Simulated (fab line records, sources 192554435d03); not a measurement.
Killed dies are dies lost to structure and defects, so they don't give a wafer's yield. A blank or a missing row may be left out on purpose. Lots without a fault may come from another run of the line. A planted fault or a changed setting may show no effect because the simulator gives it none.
fab line records | flow n5_finfet | part 1 of 2: steps 1 to 20 of 31
record lots=5 wafers=15 last_day=18
route steps=1938 shown WELL_APT@54 PMOS_HMC_CHANNEL_EPI@57
lots that met no fault: from a run of the same line without faults
start_h: hours from the record's first day to the start of the lot's first wafer shown | wait_h: hours since the lot's step before | " the same as in the row above | L1.1+2: a row that stands for several wafers | - no value, or no start given | * or withheld: withheld | < > ~ a bound
route shown NAME@n: a module of which the file shows steps, and the number in the route of the first | usual: mean/standard deviation of fault-free wafers | same: alike in all rows | chamber/n: place in a boat | sites: the reading at each site | _std_site: their standard deviation | _edge_site: outer sites' mean less inner sites' | radius_mm: how far each site lies from the wafer's centre | mask NAME#n: copy n | behind: the tool/chamber that last shaped the wafer | hold: why the lot was held/for how many hours/how that ended | device: the transistor (n, p or np) that didn't switch | end of line: the same wafers' tests at the end of the route | a step without rows: its recipe alone | killed: dies lost to structure and defects at the first sort, not the wafer's yield | map: a wafer's dies, x killed, . not, _ none there
set.NAME: the setting as run; set.NAME@STEP: as run at that earlier step | model.NAME: the simulator's own value behind a step, which no gauge read
lots at some steps of the route; a table a step, a row a wafer
services: from which hour (start_h, from the record's first day; less than 0 if before it) a tool's chamber was out of use, for how many hours, and why
## steps
# step N5_WELL_APT_SRD_37
# recipe dry=ipa_marangoni do_ppb=5 time_s=30 temp_c=23 rinse_liquid=diw
# usual bath_heat_duty_pct=3.7/0.72
# same time_s=30
# columns lot.wafer tool chamber start_h wait_h bath_heat_duty_pct
L079.3 wet_bench-03 4 46.02 0.0 3.1
L079.4 " 6 " " 3.2
L079.5 " 2 " " 2.9
L088.2 wet_bench-03 5 100.30 0.0 3.5
L088.3 " 7 " " 4.3
L088.6 " 6 " " 3.3
L092.1 wet_bench-04 1 123.97 0.0 4.6
L092.5 " 7 " " 3.8
L092.6 " 2 " " 4.6
L093.3 wet_bench-04 6 130.14 0.0 3.3
L093.5 " 7 " " 3.1
L093.6 " 1 " " 4.6
L097.2 wet_bench-02 0 154.73 0.0 3.0
L097.3 " 2 " " 3.0
L097.6 " 7 " " 3.1
# step N5_WELL_APT_EPI_41
# recipe material=Si target_thk_a=500 temp_c=650 precursor=SiH4/H2 pressure_torr=20 time_s=297.7
# usual throttle_valve_pct=11.09/0.2
# same time_s=297.7
# columns lot.wafer tool chamber start_h wait_h throttle_valve_pct
L079.3 epi_rpcvd-03 0 46.27 0.2 11.28
L079.4 " 0 " " 11.45
L079.5 " 0 " " 11.37
L088.2 epi_rpcvd-04 0 100.45 0.1 11.12
L088.3 " 0 " " 11.12
L088.6 " 0 " " 11.09
L092.1 epi_rpcvd-04 0 124.02 0.0 10.97
L092.5 " 0 " " 11.05
L092.6 " 0 " " 11.06
L093.3 epi_rpcvd-01 0 130.41 0.2 11.09
L093.5 " 0 " " 11.12
L093.6 " 0 " " 10.89
L097.2 epi_rpcvd-01 0 154.88 0.1 11.14
L097.3 " 0 " " 10.95
L097.6 " 0 " " 10.83
# step N5_WELL_APT_INSPECT_38
# recipe inspect_instrument=darkfield mode=post_epi
# usual raw_defect_count=14/4.9
# columns lot.wafer tool chamber start_h wait_h raw_defect_count
L079.3 defect_inspect-02 - 46.70 0.3 12
L079.4 " - " " 9
L079.5 " - " " 14
L088.2 defect_inspect-01 - 100.99 0.4 12
L088.3 " - " " 14
L088.6 " - " " 11
L092.1 defect_inspect-01 - 124.67 0.6 13
L092.5 " - " " 17
L092.6 " - " " 21
L093.3 defect_inspect-02 - 130.85 0.3 17
L093.5 " - " " 9
L093.6 " - " " 8
L097.2 defect_inspect-02 - 155.42 0.4 11
L097.3 " - " " 9
L097.6 " - " " 9
# step N5_PMOS_HMC_CHANNEL_EPI_HM_DEP_34
# recipe material=SiO2 target_thk_a=360 temp_c=400 precursor=TEOS/O2 pressure_torr=6.5 rf_w=900 teos_flow_sccm=161.4 gas=O2 flow_sccm=2650 time_s=6.9
# usual heater_power_w=584/140 showerhead_plenum_p_Torr=8.35/0.034 showerhead_vpp_V=1836/120 throttle_valve_pct=18.5/0.5
# same time_s=6.9
# columns lot.wafer tool chamber start_h wait_h heater_power_w showerhead_plenum_p_Torr showerhead_vpp_V throttle_valve_pct
L079.3 pecvd-03 1 46.74 0.0 617 8.36 1842 18.8
L079.4 " 0 " " 527 8.42 1855 18.7
L079.5 " 2 " " 293 8.30 1778 19.1
L088.2 pecvd-04 2 101.02 0.0 501 8.32 1862 18.2
L088.3 " 1 " " 541 8.35 1960 18.4
L088.6 " 2 " " 526 8.34 1910 18.0
L092.1 pecvd-03 1 124.71 0.0 624 8.37 1831 18.8
L092.5 " 1 " " 617 8.35 1840 18.9
L092.6 " 2 " " 357 8.30 1783 19.3
L093.3 pecvd-04 2 130.88 0.0 532 8.30 1887 18.8
L093.5 " 0 " " 515 8.37 1648 18.0
L093.6 " 1 " " 596 8.37 1987 18.4
L097.2 pecvd-04 2 155.45 0.0 559 8.35 1881 18.5
L097.3 " 1 " " 525 8.36 1995 18.3
L097.6 " 0 " " 519 8.36 1625 18.4
# step N5_PMOS_HMC_CHANNEL_EPI_COAT_31
# recipe resist=BARC temp_c=205 time_s=60 spin_rpm=1500 resist_thk_nm=66
# usual heater_power_total_W=391.9/1.3 spin_speed_rpm=1500.0/1
# same time_s=60
# columns lot.wafer tool chamber start_h wait_h heater_power_total_W spin_speed_rpm
L079.3 litho_track-01 0 46.80 0.0 393.6 1500.6
L079.4 " 0 " " 391.6 1499.7
L079.5 " 0 " " 391.1 1498.3
L088.2 litho_track-04 0 101.08 0.0 392.4 1501.0
L088.3 " 0 " " 393.2 1499.5
L088.6 " 0 " " 392.6 1499.8
L092.1 litho_track-02 0 124.77 0.0 394.0 1501.6
L092.5 " 0 " " 393.4 1501.0
L092.6 " 0 " " 389.4 1500.9
L093.3 litho_track-01 0 130.94 0.0 391.5 1499.9
L093.5 " 0 " " 390.8 1500.4
L093.6 " 0 " " 391.2 1498.8
L097.2 litho_track-02 0 155.51 0.0 392.5 1500.6
L097.3 " 0 " " 392.6 1500.3
L097.6 " 0 " " 393.2 1499.7
# step N5_PMOS_HMC_CHANNEL_EPI_COAT_03
# recipe resist=CAR-ArF-block spin_rpm=1500 resist_thk_nm=205
# usual spin_speed_rpm=1500.0/1
# columns lot.wafer tool chamber start_h wait_h spin_speed_rpm
L079.3 litho_track-01 0 - - 1501.2
L079.4 " 0 " " 1498.2
L079.5 " 0 " " 1499.1
L088.2 litho_track-04 0 - - 1499.9
L088.3 " 0 " " 1497.7
L088.6 " 0 " " 1500.7
L092.1 litho_track-02 0 - - 1501.4
L092.5 " 0 " " 1499.9
L092.6 " 0 " " 1500.4
L093.3 litho_track-01 0 - - 1500.4
L093.5 " 0 " " 1501.1
L093.6 " 0 " " 1501.2
L097.2 litho_track-02 0 - - 1499.9
L097.3 " 0 " " 1499.6
L097.6 " 0 " " 1500.4
# step N5_PMOS_HMC_CHANNEL_EPI_EBR_05
# recipe solvent=PGMEA ebr_width_mm=1.5
# columns lot.wafer tool chamber start_h wait_h
L079.3+4+5 litho_track-01 0 - -
L088.2+3+6 litho_track-04 0 - -
L092.1+5+6 litho_track-02 0 - -
L093.3+5+6 litho_track-01 0 - -
L097.2+3+6 litho_track-02 0 - -
# step N5_PMOS_HMC_CHANNEL_EPI_SOFTBAKE_04
# recipe temp_c=110 time_s=60 resist=CAR-ArF-block
# usual heater_power_total_W=175.2/1.6
# same time_s=60
# columns lot.wafer tool chamber start_h wait_h heater_power_total_W
L079.3 litho_track-01 0 - - 173.9
L079.4 " 0 " " 176.8
L079.5 " 0 " " 176.0
L088.2 litho_track-04 0 - - 173.9
L088.3 " 0 " " 176.0
L088.6 " 0 " " 177.5
L092.1 litho_track-02 0 - - 177.1
L092.5 " 0 " " 175.4
L092.6 " 0 " " 174.7
L093.3 litho_track-01 0 - - 177.1
L093.5 " 0 " " 173.2
L093.6 " 0 " " 174.8
L097.2 litho_track-02 0 - - 177.3
L097.3 " 0 " " 175.8
L097.6 " 0 " " 177.5
# step N5_PMOS_HMC_CHANNEL_EPI_EXPOSE_06
# recipe mask_id=PMOS_HMC_BLK na=1.35 source_shape=conventional sigma_outer=0.8 polarization=unpolarized target_cd_nm=240 dose_mj=41
# same na=1.35
# columns lot.wafer tool chamber start_h wait_h mask
L079.3+4+5 arfi_scanner-03 0 47.03 - PMOS_HMC_BLK#0
L088.2+3+6 arfi_scanner-01 0 101.18 - PMOS_HMC_BLK#0
L092.1+5+6 arfi_scanner-02 0 124.99 - PMOS_HMC_BLK#0
L093.3+5+6 arfi_scanner-01 0 131.17 - PMOS_HMC_BLK#0
L097.2+3+6 arfi_scanner-01 0 155.61 - PMOS_HMC_BLK#0
# step N5_PMOS_HMC_CHANNEL_EPI_PEB_07
# recipe peb_temp_c=110 peb_time_s=60 resist=CAR-ArF-block
# usual heater_power_total_W=175.4/1.7
# columns lot.wafer tool chamber start_h wait_h heater_power_total_W
L079.3 litho_track-01 0 47.08 0.0 175.2
L079.4 " 0 " " 175.4
L079.5 " 0 " " 173.4
L088.2 litho_track-01 0 101.24 0.0 177.3
L088.3 " 0 " " 173.3
L088.6 " 0 " " 177.0
L092.1 litho_track-04 0 125.05 0.1 173.2
L092.5 " 0 " " 173.7
L092.6 " 0 " " 177.6
L093.3 litho_track-04 0 131.22 0.0 176.5
L093.5 " 0 " " 173.2
L093.6 " 0 " " 175.4
L097.2 litho_track-02 0 155.67 0.0 177.4
L097.3 " 0 " " 177.0
L097.6 " 0 " " 175.5
# step N5_PMOS_HMC_CHANNEL_EPI_DEVELOP_08
# recipe develop_time_s=30 developer=TMAH resist=CAR-ArF-block dev_temp_c=23 rinse_liquid=diw dry=air_spin
# columns lot.wafer tool chamber start_h wait_h
L079.3+4+5 litho_track-01 0 - -
L088.2+3+6 litho_track-01 0 - -
L092.1+5+6 litho_track-04 0 - -
L093.3+5+6 litho_track-04 0 - -
L097.2+3+6 litho_track-02 0 - -
# step N5_PMOS_HMC_CHANNEL_EPI_CD_MEAS_09
# recipe target_cd_nm=237.4 landing_energy_ev=500 detector=se_inlens
# usual cd_nm=237.8/1
# same landing_energy_ev=500
# columns lot.wafer tool chamber start_h wait_h cd_nm
L079.3 cd_sem-02 0 47.15 - 237.1
L079.4 " 0 " " 236.8
L079.5 " 0 " " 236.4
L088.2 cd_sem-03 0 101.30 - 238.2
L088.3 " 0 " " 238.8
L088.6 " 0 " " 238.1
L092.1 cd_sem-01 0 125.12 - 237.5
L092.5 " 0 " " 238.5
L092.6 " 0 " " 238.9
L093.3 cd_sem-03 0 131.29 - 236.2
L093.5 " 0 " " 236.7
L093.6 " 0 " " 236.8
L097.2 cd_sem-03 0 155.73 - 236.0
L097.3 " 0 " " 237.2
L097.6 " 0 " " 237.0
# step N5_PMOS_HMC_CHANNEL_EPI_OVL_MEAS_10
# recipe points_per_wafer=44
# usual PMOS_HMC_BLK_OVL=0.0/0.81
# columns lot.wafer tool chamber start_h wait_h PMOS_HMC_BLK_OVL[nm]
L079.3 overlay-01 0 47.18 0.0 -0.3
L079.4 " 0 " " -0.5
L079.5 " 0 " " -0.8
L088.2 overlay-02 0 101.33 0.0 0.2
L088.3 " 0 " " 0.8
L088.6 " 0 " " 0.2
L092.1 overlay-01 0 125.15 0.0 0.8
L092.5 " 0 " " -0.1
L092.6 " 0 " " 0.0
L093.3 overlay-02 0 131.32 0.0 -0.3
L093.5 " 0 " " 0.7
L093.6 " 0 " " -0.1
L097.2 overlay-02 0 155.76 0.0 -0.7
L097.3 " 0 " " -1.0
L097.6 " 0 " " -0.8
# step N5_PMOS_HMC_CHANNEL_EPI_INSPECT_11
# recipe mode=adi inspect_instrument=macro
# usual raw_defect_count=1.8/1.3
# columns lot.wafer tool chamber start_h wait_h raw_defect_count
L079.3 defect_inspect-01 - 47.20 0.0 1
L079.4 " - " " 3
L079.5 " - " " 1
L088.2 defect_inspect-02 - 101.36 0.0 1
L088.3 " - " " 1
L088.6 " - " " 0
L092.1 defect_inspect-01 - 125.17 0.0 0
L092.5 " - " " 1
L092.6 " - " " 1
L093.3 defect_inspect-01 - 131.34 0.0 0
L093.5 " - " " 1
L093.6 " - " " 2
L097.2 defect_inspect-01 - 155.79 0.0 4
L097.3 " - " " 2
L097.6 " - " " 2
# step N5_PMOS_HMC_CHANNEL_EPI_DESCUM_14
# recipe chemistry=O2 time_s=7.9 source_power_w=50 bias_power_w=20 pressure_mtorr=20 rf_frequency_hz=2.712e+07 temp_c=40 resist=CAR-ArF-block o2_flow_sccm=225
# usual bias_power_w=20.00/0.059 drypump_motor_current_A=5.8/0.47 oes_product_au=0.78/0.089 rf_vpp_V=242.6/1.1 showerhead_plenum_p_Torr=2.06/0.053 throttle_valve_pct=20.5/0.31
# same time_s=7.9
# columns lot.wafer tool chamber start_h wait_h bias_power_w drypump_motor_current_A oes_product_au rf_hours_counter_h rf_vpp_V showerhead_plenum_p_Torr throttle_valve_pct
L079.3 rie_diel-06 1 47.23 0.0 20.17 5.3 0.74 175 242.0 1.98 20.1
L079.4 " 0 " " 19.98 6.2 0.96 6 242.8 2.05 20.0
L079.5 " 1 " " 20.07 5.3 0.73 - 239.4 1.98 20.1
L088.2 rie_diel-06 3 101.39 0.0 20.08 5.0 0.77 147 241.3 1.99 20.4
L088.3 " 1 " " 20.01 5.3 0.74 184 241.9 1.98 20.1
L088.6 " 2 " " 20.08 5.8 0.75 - 242.4 2.11 20.8
L092.1 rie_diel-01 1 125.29 0.1 20.02 5.8 0.90 45 241.7 2.02 20.1
L092.5 " 3 " " 20.04 6.7 0.76 - 242.3 2.11 20.5
L092.6 " 2 " " 19.98 6.0 0.66 - 241.4 2.07 20.8
L093.3 rie_diel-03 0 131.37 0.0 20.02 6.0 0.95 13 244.6 2.17 20.6
L093.5 " 0 " " 20.07 6.0 0.96 - 245.0 2.17 20.6
L093.6 " 3 " " 20.03 5.0 0.72 - 240.9 1.98 20.4
L097.2 rie_diel-06 0 155.85 0.1 19.97 6.2 0.89 41 242.4 2.04 20.1
L097.3 " 3 " " 20.05 5.0 0.76 164 241.6 1.99 20.4
L097.6 " 2 " " 20.01 5.8 0.75 - 243.7 2.10 20.8
# step N5_PMOS_HMC_CHANNEL_EPI_ETCH_32
# recipe chemistry=N2/H2 target=BARC stop_on=SiO2 target_depth_a=858 over_etch_frac=0.3 time_s=50.3 ion_energy_ev=200 mask_material=CAR-ArF-block pressure_mtorr=30 source_w=840 bias_w=150 n2_flow_sccm=200 h2_flow_sccm=200
# usual drypump_motor_current_A=5.8/0.47 oes_product_au=0.67/0.073 rf_vpp_V=522.9/1.6 showerhead_plenum_p_Torr=2.50/0.051 throttle_valve_pct=17.97/0.28
# same time_s=50.3
# columns lot.wafer tool chamber start_h wait_h drypump_motor_current_A oes_product_au rf_hours_counter_h rf_vpp_V showerhead_plenum_p_Torr throttle_valve_pct
L079.3 rie_diel-06 1 47.27 0.0 5.3 0.64 175 522.0 2.44 17.90
L079.4 " 0 " " 6.2 0.82 6 522.0 2.50 17.55
L079.5 " 1 " " 5.3 0.65 - 520.1 2.44 17.90
L088.2 rie_diel-06 3 101.42 0.0 5.0 0.66 147 520.8 2.44 17.93
L088.3 " 1 " " 5.3 0.63 184 518.9 2.43 17.92
L088.6 " 2 " " 5.8 0.64 - 522.3 2.53 17.98
L092.1 rie_diel-01 1 125.33 0.0 5.9 0.77 45 520.8 2.46 17.51
L092.5 " 3 " " 6.7 0.65 - 525.1 2.55 17.87
L092.6 " 2 " " 6.0 0.57 - 523.7 2.51 18.40
L093.3 rie_diel-03 0 131.41 0.0 6.0 0.81 13 525.4 2.60 17.92
L093.5 " 0 " " 6.0 0.79 - 524.5 2.60 17.94
L093.6 " 3 " " 5.1 0.62 - 520.8 2.42 17.95
L097.2 rie_diel-06 0 155.88 0.0 6.2 0.76 41 522.5 2.48 17.62
L097.3 " 3 " " 5.0 0.65 164 519.8 2.43 17.96
L097.6 " 2 " " 5.8 0.63 - 525.5 2.52 17.99
# step N5_PMOS_HMC_CHANNEL_EPI_HM_OPEN_15
# recipe chemistry=CHF3/O2 target=SiO2 mask_material=CAR-ArF-block target_depth_a=406 CHF3_flow_sccm=50 O2_flow_sccm=5 Ar_flow_sccm=200 time_s=20.3 pressure_mtorr=30 source_w=650 bias_w=170 ion_energy_ev=200
# usual drypump_motor_current_A=5.8/0.47 oes_product_au=0.78/0.087 rf_vpp_V=520/9.3 showerhead_plenum_p_Torr=2.38/0.041 throttle_valve_pct=19.00/0.24
# same time_s=20.3
# columns lot.wafer tool chamber start_h wait_h drypump_motor_current_A oes_product_au rf_hours_counter_h rf_vpp_V showerhead_plenum_p_Torr throttle_valve_pct
L079.3 rie_diel-06 1 47.31 0.0 5.3 0.73 175 522 2.33 18.82
L079.4 " 0 " " 6.2 0.95 6 510 2.38 18.61
L079.5 " 1 " " 5.3 0.73 - 521 2.33 18.83
L088.2 rie_diel-06 3 101.47 0.0 5.0 0.77 147 530 2.31 18.96
L088.3 " 1 " " 5.3 0.73 185 521 2.32 18.82
L088.6 " 2 " " 5.8 0.76 - 515 2.40 19.12
L092.1 rie_diel-01 1 125.37 0.0 5.8 0.89 45 514 2.36 18.68
L092.5 " 3 " " 6.7 0.76 - 515 2.42 18.86
L092.6 " 2 " " 6.0 0.68 - 526 2.37 19.24
L093.3 rie_diel-03 0 131.45 0.0 6.0 0.94 13 533 2.44 18.77
L093.5 " 0 " " 6.0 0.94 - 532 2.44 18.77
L093.6 " 3 " " 5.0 0.73 - 530 2.30 19.01
L097.2 rie_diel-06 0 155.92 0.0 6.2 0.88 41 509 2.37 18.66
L097.3 " 3 " " 5.0 0.75 164 531 2.31 18.98
L097.6 " 2 " " 5.8 0.74 - 515 2.40 19.11
# step N5_PMOS_HMC_CHANNEL_EPI_STRIP_33
# recipe chemistry=N2/H2 power_w=500 temp_c=40 pressure_mtorr=50 rf_frequency_hz=6e+07 overash_fraction=0.3 bias_power_w=8 h2_frac=0.5 n2_flow_sccm=300 h2_flow_sccm=300
# usual bias_power_w=8.003/0.026 drypump_motor_current_A=5.8/0.47 oes_product_au=0.78/0.088 rf_vpp_V=53.9/1.8 showerhead_plenum_p_Torr=3.31/0.064 throttle_valve_pct=19.0/0.35
# columns lot.wafer tool chamber start_h wait_h bias_power_w drypump_motor_current_A oes_product_au rf_hours_counter_h rf_vpp_V showerhead_plenum_p_Torr throttle_valve_pct
L079.3 rie_diel-06 1 47.36 0.0 7.976 5.3 0.75 175 54.4 3.23 19.3
L079.4 " 0 " " 8.014 6.2 0.96 6 51.8 3.30 18.7
L079.5 " 1 " " 7.977 5.3 0.74 - 52.4 3.23 19.3
L088.2 rie_diel-06 3 101.52 0.0 7.992 5.0 0.78 147 52.1 3.22 19.0
L088.3 " 1 " " 7.995 5.3 0.74 185 51.4 3.22 19.3
L088.6 " 2 " " 8.028 5.8 0.76 - 55.7 3.35 18.7
L092.1 rie_diel-01 1 125.42 0.0 7.981 5.9 0.91 45 54.5 3.26 18.4
L092.5 " 3 " " 8.004 6.7 0.78 - 58.1 3.37 18.9
L092.6 " 2 " " 7.975 6.1 0.67 - 52.6 3.32 19.8
L093.3 rie_diel-03 0 131.51 0.0 8.022 6.0 0.95 13 54.6 3.44 19.1
L093.5 " 0 " " 7.975 6.0 0.97 - 52.4 3.44 19.1
L093.6 " 3 " " 8.027 5.0 0.73 - 51.4 3.20 19.0
L097.2 rie_diel-06 0 155.98 0.0 8.017 6.2 0.87 41 52.2 3.28 18.8
L097.3 " 3 " " 7.965 5.0 0.76 164 49.4 3.21 19.0
L097.6 " 2 " " 7.957 5.8 0.75 - 59.2 3.34 18.7
# step N5_PMOS_HMC_CHANNEL_EPI_STRIP_17
# recipe chemistry=SPM time_s=750 temp_c=130 h2so4_h2o2_vol_ratio=4 dry=ipa_marangoni
# usual bath_heat_duty_pct=15.1/1.8
# same time_s=750
# columns lot.wafer tool chamber start_h wait_h bath_heat_duty_pct
L079.3 wet_bench-06 5 47.43 - 17.1
L079.4 " 4 " " 13.5
L079.5 " 2 " " 14.7
L088.2 wet_bench-01 7 101.59 - 12.1
L088.3 " 5 " " 18.3
L088.6 " 3 " " 13.9
L092.1 wet_bench-01 6 125.49 - 16.2
L092.5 " 2 " " 14.7
L092.6 " 1 " " 16.0
L093.3 wet_bench-01 1 131.57 - 15.2
L093.5 " 2 " " 16.2
L093.6 " 3 " " 14.9
L097.2 wet_bench-05 3 156.05 - 15.5
L097.3 " 7 " " 17.4
L097.6 " 2 " " 12.9
# step N5_PMOS_HMC_CHANNEL_EPI_ETCH_38
# recipe chemistry=CF4 target=SiO2 target_depth_a=15 ion_energy_ev=350 pressure_mtorr=10 icp_w=800 bias_w=400 cf4_flow_sccm=80
# usual cf4_flow_sccm=79.98/0.25 drypump_motor_current_A=5.6/0.53 oes_product_au=1.004/0.017 throttle_valve_pct=21.78/0.25
# columns lot.wafer tool chamber start_h wait_h cf4_flow_sccm drypump_motor_current_A oes_product_au rf_hours_counter_h throttle_valve_pct
L079.3 rie_si-01 2 47.67 0.0 80.22 5.0 0.969 194 21.71
L079.4 " 0 " " 79.75 5.7 0.988 82 22.09
L079.5 " 2 " " 80.51 5.0 0.974 - 21.72
L088.2 rie_si-02 1 101.83 0.0 80.12 5.6 0.988 146 21.85
L088.3 " 2 " " 79.76 6.0 1.032 92 22.10
L088.6 " 2 " " 80.19 6.0 1.032 - 22.13
L092.1 rie_si-05 1 125.73 0.0 80.07 5.3 0.997 190 21.72
L092.5 " 1 " " 80.07 5.3 0.988 - 21.71
L092.6 " 2 " " 80.01 5.7 0.994 - 22.05
L093.3 rie_si-05 3 131.83 0.0 80.23 5.9 1.015 0 21.24
L093.5 " 0 " " 80.25 4.9 1.002 - 21.97
L093.6 " 3 " " 80.28 5.8 1.016 - 21.23
L097.2 rie_si-02 2 156.28 0.0 80.00 6.0 1.040 93 22.13
L097.3 " 0 " " 79.77 6.5 1.021 90 21.74
L097.6 " 2 " " 79.73 6.0 1.043 - 22.11
